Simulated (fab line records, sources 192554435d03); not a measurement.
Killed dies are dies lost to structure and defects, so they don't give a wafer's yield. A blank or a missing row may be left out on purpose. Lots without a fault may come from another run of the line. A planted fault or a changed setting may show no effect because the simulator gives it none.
Chamber matching | flow n5_finfet | N5_MOL_CONTACT_COAG_STRIP_96 on rie_diel-01: 4 sister chambers
The step strips in N2/H2. 18 wafers are shown with their chamber, then 9 later ones without.

WAFERS WITH THEIR CHAMBER
wafer  | chamber | showerhead_plenum_p_Torr (Torr) | oes_product_au (a.u.) | rf_vpp_V (V)
L080.1 | 0       | 3.49                            | 0.72                  | 121.8
L080.3 | 3       | 3.47                            | 0.70                  | 124.3
L080.6 | 0       | 3.49                            | 0.71                  | 122.3
L081.4 | 3       | 3.47                            | 0.69                  | 121.4
L081.5 | 3       | 3.47                            | 0.70                  | 123.2
L081.6 | 0       | 3.49                            | 0.71                  | 122.8
L084.1 | 2       | 3.26                            | 0.89                  | 122.0
L084.2 | 3       | 3.47                            | 0.70                  | 122.3
L084.3 | 1       | 3.36                            | 0.76                  | 122.4
L084.4 | 1       | 3.35                            | 0.77                  | 122.6
L084.5 | 3       | 3.47                            | 0.70                  | 121.8
L084.6 | 2       | 3.26                            | 0.89                  | 119.5
L085.1 | 2       | 3.26                            | 0.89                  | 121.9
L085.3 | 1       | 3.35                            | 0.76                  | 120.0
L085.5 | 1       | 3.35                            | 0.75                  | 123.0
L088.1 | 1       | 3.35                            | 0.75                  | 121.9
L088.3 | 3       | 3.46                            | 0.70                  | 122.1
L088.5 | 3       | 3.46                            | 0.69                  | 122.9

SIGNATURES (means of the wafers above)
reading                  | chamber 0 | chamber 1 | chamber 2 | chamber 3 | scatter within a chamber
showerhead_plenum_p_Torr | 3.4900    | 3.3520    | 3.2600    | 3.4671    | 0.00399
oes_product_au           | 0.7133    | 0.7580    | 0.8900    | 0.6971    | 0.00591
rf_vpp_V                 | 122.300   | 121.980   | 121.133   | 122.571   | 1.06
Rule: a wafer's distance from a chamber is the root of the sum, over the readings, of the square of ((its reading less the chamber's mean) divided by the reading's scatter). The wafer belongs to the nearest chamber; if the next one is less than 2 further off, it can't be placed. The scatter: the root of (the sum of the squares of (reading less its chamber's mean) over the shown wafers, divided by (wafers less chambers)).

WAFERS WITHOUT THEIR CHAMBER
wafer  | showerhead_plenum_p_Torr (Torr) | oes_product_au (a.u.) | rf_vpp_V (V)
L089.1 | 3.49                            | 0.70                  | 120.9
L089.2 | 3.26                            | 0.87                  | 120.6
L089.6 | 3.35                            | 0.75                  | 122.9
L091.1 | 3.46                            | 0.69                  | 119.8
L091.5 | 3.46                            | 0.69                  | 122.5
L091.6 | 3.26                            | 0.85                  | 120.8
L093.2 | 3.34                            | 0.74                  | 121.6
L093.4 | 3.48                            | 0.69                  | 122.7
L093.5 | 3.48                            | 0.69                  | 124.5

WHICH CHAMBER EACH WENT THROUGH
wafer  | from the rows above     | in truth
L089.1 | 0                       | 0
L089.2 | 2                       | 2
L089.6 | 1                       | 1
L091.1 | 3                       | 3
L091.5 | 3                       | 3
L091.6 | 2                       | 2
L093.2 | 1                       | 1
L093.4 | can't be placed: 3 or 0 | 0
L093.5 | can't be placed: 3 or 0 | 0
Placed correctly: 7 of 9. Can't be placed from these rows: 2 (the true chamber is among the candidates in 2). Placed wrongly: 0.
